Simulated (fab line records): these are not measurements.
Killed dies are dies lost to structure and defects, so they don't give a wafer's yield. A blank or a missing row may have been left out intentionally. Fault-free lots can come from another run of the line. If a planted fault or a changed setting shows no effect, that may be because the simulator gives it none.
What tool caused it? ; flow n5_finfet ; Sampling: 9 lots, 25 wafers, 6 of 1938 route steps

## WHAT THE GAUGES SHOWED, per wafer
N5_BEOL_M4_RC_MEAS_101. Usual: DIBL_N 36.3 mV/V, standard deviation 1.8; DIBL_P 36.5 mV/V, standard deviation 2.1; IOFF_N 0.16 nA/um, standard deviation 0.031; IOFF_P 0.22 nA/um, standard deviation 0.038; ION_N 677 uA/um, standard deviation 12; ION_P 466 uA/um, standard deviation 7.8; SS_N 71.5 mV/dec, standard deviation 0.61; SS_P 73.2 mV/dec, standard deviation 0.7; VT_N 249 mV, standard deviation 3; VT_P -248.9 mV, standard deviation 3.
lot;measured;on;DIBL_N (mV/V);DIBL_P (mV/V);IOFF_N (nA/um);IOFF_P (nA/um);ION_N (uA/um);ION_P (uA/um);SS_N (mV/dec);SS_P (mV/dec);VT_N (mV);VT_P (mV);flag
L246;day 10 01:01;prober-02;35.5 34.6 39.3;37.0 35.8 42.0;0.17 0.15 0.28;0.27 0.24 0.38;689 687 708;478 480 488;71.1 71.0 72.2;73.5 72.2 73.6;246 249 238;-243.1 -246.4 -240.6;
L244;day 10 15:43;prober-01;38.0 38.9 37.6;38.8 39.3 37.4;0.20 0.21 0.17;0.24 0.25 0.22;697 705 679;470 468 458;72.1 71.5 71.4;74.1 74.0 74.1;246 246 249;-249.7 -250.0 -252.2;
L248;day 10 18:19;prober-02;34.3 34.2 34.7;34.6 35.0 35.8;0.14 0.15 0.14;0.21 0.21 0.21;661 677 662;460 472 460;71.6 71.1 72.2;73.9 73.3 73.0;251 250 252;-247.7 -246.4 -247.3;
L249;day 10 20:47;prober-01;39.5 37.6 40.1;38.0 36.5 38.6;0.17 0.16 0.18;0.22 0.22 0.23;673 673 686;458 468 466;72.5 71.8 72.8;74.0 72.9 74.0;249 250 250;-249.8 -250.6 -247.5;
L256;day 12 18:16;prober-01;35.4 36.0;34.4 35.0;0.14 0.16;0.20 0.22;670 685;470 478;70.9 71.8;72.0 72.4;250 248;-248.9 -248.1;
L258;day 12 20:28;prober-01;38.0 38.1 37.2;37.9 39.2 37.7;0.18 0.18 0.17;0.22 0.24 0.21;666 680 685;456 475 466;71.7 72.4 71.8;74.5 73.8 73.5;249 248 246;-250.5 -251.5 -250.0;
L259;day 13 12:53;prober-02;34.5 35.5;34.4 35.7;0.14 0.16;0.21 0.23;685 669;470 469;70.8 70.9;73.4 72.7;251 248;-247.6 -248.0;
L260;day 13 19:41;prober-02;32.2 32.5 33.8;32.2 32.5 33.8;0.10 0.11 0.12;0.15 0.15 0.17;641 671 650;449 462 453;70.8 70.4 70.7;72.1 72.4 72.5;256 255 253;-254.0 -252.8 -252.0;
L262;day 14 01:23;prober-01;34.1 34.1 38.3;35.5 34.8 40.8;0.14 0.14 0.23;0.20 0.19 0.31;680 661 698;469 457 477;71.8 71.4 71.7;72.6 72.4 73.5;250 249 245;-250.0 -249.1 -246.5;

N5_BEOL_M9_CD_MEAS_35: target cd 70 nm, target cd y 40 nm. Usual: 69.9 nm for cd_nm, sd 0.68.
lot;measured;on;cd_nm (nm);flag
L246;day 11 20:09;cd_sem-03;70.4 70.1 69.4;
L244;day 12 12:49;cd_sem-02;71.8 71.1 70.7;
L248;day 12 23:04;cd_sem-02;70.4 70.2 70.3;
L249;day 12 16:02;cd_sem-02;69.7 70.0 70.6;
L256;day 14 20:32;cd_sem-02;70.4 69.9;
L258;day 14 22:29;cd_sem-03;68.2 68.1 68.1;
L259;day 15 10:09;cd_sem-02;70.9 69.4;
L260;day 16 00:46;cd_sem-03;69.2 69.1 70.5;
L262;day 16 05:26;cd_sem-02;69.6 68.7 70.2;

N5_BEOL_M10_THK_MEAS_01. Usual: M10_ILD_THK gives 267 nm (standard deviation 3.3).
lot;measured;on;M10_ILD_THK (nm);flag
L246;day 12 00:31;film_metro-01;263 268 270;
L244;day 12 16:12;film_metro-01;268 270 268;
L248;day 13 02:08;film_metro-02;268 266 272;
L249;day 12 18:51;film_metro-01;266 268 271;
L256;day 15 00:41;film_metro-01;268 347;OFF
L258;day 15 03:54;film_metro-01;266 351 271;OFF
L259;day 15 14:52;film_metro-02;349 350;OFF
L260;day 16 05:50;film_metro-01;263 266 267;
L262;day 16 08:02;film_metro-01;268 266 269;

## WHICH TOOL RAN EACH LOT (tool, then ch and the chambers of the sampled wafers, then the start)
lot;N5_BEOL_M9_STRIP_80;N5_BEOL_M9_SURFACE_TREAT_79;N5_BEOL_M10_ILD_DEP_00
L246;rie_diel-04 ch 0,1,2, day 11 20:09 or earlier;pvd_sputter-01, day 11 21:14;pecvd-04 ch 0,1,2, day 11 23:02
L244;rie_diel-04 ch 0,2,3, day 12 12:49 or earlier;pvd_sputter-03, day 12 13:40;pecvd-04 ch 0,1,2, day 12 15:37
L248;rie_diel-03 ch 0,2,3, day 12 23:04 or earlier;pvd_sputter-03, day 13 00:07;pecvd-03 ch 0,1,2, day 13 01:32
L249;rie_diel-06 ch 0,2,3, day 12 16:02 or earlier;pvd_sputter-03, day 12 16:59;pecvd-04 ch 1,2, day 12 18:16
L256;rie_diel-06 ch 0,1, day 14 20:32 or earlier;pvd_sputter-03, day 14 22:35;pecvd-04 ch 1, day 15 00:05
L258;rie_diel-04 ch 1,2, day 14 22:29 or earlier;pvd_sputter-01, day 15 01:32;pecvd-04 ch 1,2, day 15 02:48
L259;rie_diel-04 ch 2,3, day 15 10:09 or earlier;pvd_sputter-01, day 15 11:32;pecvd-04 ch 0,1, day 15 14:19
L260;rie_diel-03 ch 0,2,3, day 16 00:46 or earlier;pvd_sputter-03, day 16 01:49;pecvd-03 ch 1,2, day 16 05:14
L262;rie_diel-03 ch 0,2,3, day 16 05:26 or earlier;pvd_sputter-01, day 16 06:14;pecvd-03 ch 0,1,2, day 16 07:28
- N5_BEOL_M9_STRIP_80: strips in N2/H2, time 10 s.
- N5_BEOL_M9_SURFACE_TREAT_79
- N5_BEOL_M10_ILD_DEP_00: deposits SiCOH lowk from DEMS/porogen, target thk 308.51 nm, time 58 s.

## AS READ BY THE TOOLS THEMSELVES (means over the sampled wafers that have a number; for cases with no such wafer, the mark the record gives instead)
N5_BEOL_M9_STRIP_80. Usual: drypump_motor_current_A 5.9 A, standard deviation 0.41; oes_product_au 0.78 a.u., standard deviation 0.094; rf_vpp_V 59.1 V, standard deviation 0.92; showerhead_plenum_p_Torr 2.56 Torr, standard deviation 0.07; throttle_valve_pct 23.62 %, standard deviation 0.29.
lot;tool;drypump_motor_current_A (A);oes_product_au (a.u.);rf_vpp_V (V);showerhead_plenum_p_Torr (Torr);throttle_valve_pct (%);flag
L246;rie_diel-04;6.3;0.84;59.4;2.61;23.45;
L244;rie_diel-04;5.9;0.84;58.4;2.60;23.68;
L248;rie_diel-03;6.1;0.87;58.5;2.55;23.41;
L249;rie_diel-06;5.6;0.72;58.3;2.45;23.80;
L256;rie_diel-06;5.3;0.70;58.2;2.51;24.01;
L258;rie_diel-04;6.4;0.85;59.4;2.61;23.57;
L259;rie_diel-04;5.8;0.81;59.5;2.60;23.83;
L260;rie_diel-03;6.1;0.83;59.0;2.54;23.45;
L262;rie_diel-03;6.1;0.83;58.8;2.54;23.44;

N5_BEOL_M10_ILD_DEP_00. Usual: chamber_pressure_Torr 4.998 Torr, standard deviation 0.011; heater_power_w 318 W, standard deviation 37; rf_fwd_power_W 495.8 W, standard deviation 1.8; run_length_s 100.9 s, standard deviation 0.67; showerhead_plenum_p_Torr 5.739 Torr, standard deviation 0.017; throttle_valve_pct 13.8 %, standard deviation 0.55.
lot;tool;chamber_pressure_Torr (Torr);heater_power_w (W);rf_fwd_power_W (W);run_length_s (s);showerhead_plenum_p_Torr (Torr);throttle_valve_pct (%);flag
L246;pecvd-04;5.003;331;496.4;100.8;5.731;14.2;
L244;pecvd-04;4.995;296;497.3;100.5;5.738;14.1;
L248;pecvd-03;4.995;306;497.2;101.4;5.754;13.5;
L249;pecvd-04;5.003;282;494.5;100.2;5.732;14.0;
L256;pecvd-04;4.998;280;494.9;109.1;5.726;14.1;OFF
L258;pecvd-04;4.997;315;494.9;106.3;5.726;14.4;OFF
L259;pecvd-04;5.000;286;496.9;118.5;5.742;14.2;OFF
L260;pecvd-03;4.998;302;497.4;101.0;5.745;13.4;
L262;pecvd-03;5.005;327;496.9;101.3;5.746;13.7;

## THE ANSWER, worked out from the rows above alone
Rule: take the mean of a lot's wafers that have a number; if it is more than 3 standard deviations from the usual mean, the lot is off. A lot without any number at a reading at which 4 lots or more have one is off too. The other lots that the step has rows for count as sound. Order of review: gauges by route order, followed by the tools' own readings, for which a lot's mean as printed above is used. At the first step where some lot is off, the reading lying furthest off is the one used; lots without a number count as furthest.
Off: L256, L258, L259, seen at N5_BEOL_M10_THK_MEAS_01 (M10_ILD_THK).
If a tool, at a process step before that reading, ran all the lots that are off and no sound lot after the first of them, it fits. Not tried: the gauges at N5_BEOL_M10_THK_MEAS_01; whatever is off there is also off at N5_BEOL_M10_ILD_DEP_00, on other tools, and gauge error can't account for it. N5_BEOL_M9_STRIP_80: start missing for some lots; hours and lot order therefore follow N5_BEOL_M9_CD_MEAS_35. One fits: pecvd-04 at N5_BEOL_M10_ILD_DEP_00. Its last sound lot is L249 (day 12 18:16), its first lot that is off L256 (day 15 00:05): a fault that began between those two fits.
On the lots that are off, the tool's own readings at N5_BEOL_M10_ILD_DEP_00 differ by more than 5 times the standard deviation of the sound lots' means, which bears it out; run_length_s reads 111.3 s there versus 100.9 s on the sound lots.

## WHAT WAS PUT IN BY THE SIMULATOR
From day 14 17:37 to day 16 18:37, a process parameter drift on pecvd-04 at N5_BEOL_M10_ILD_DEP_00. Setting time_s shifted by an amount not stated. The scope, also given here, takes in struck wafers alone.
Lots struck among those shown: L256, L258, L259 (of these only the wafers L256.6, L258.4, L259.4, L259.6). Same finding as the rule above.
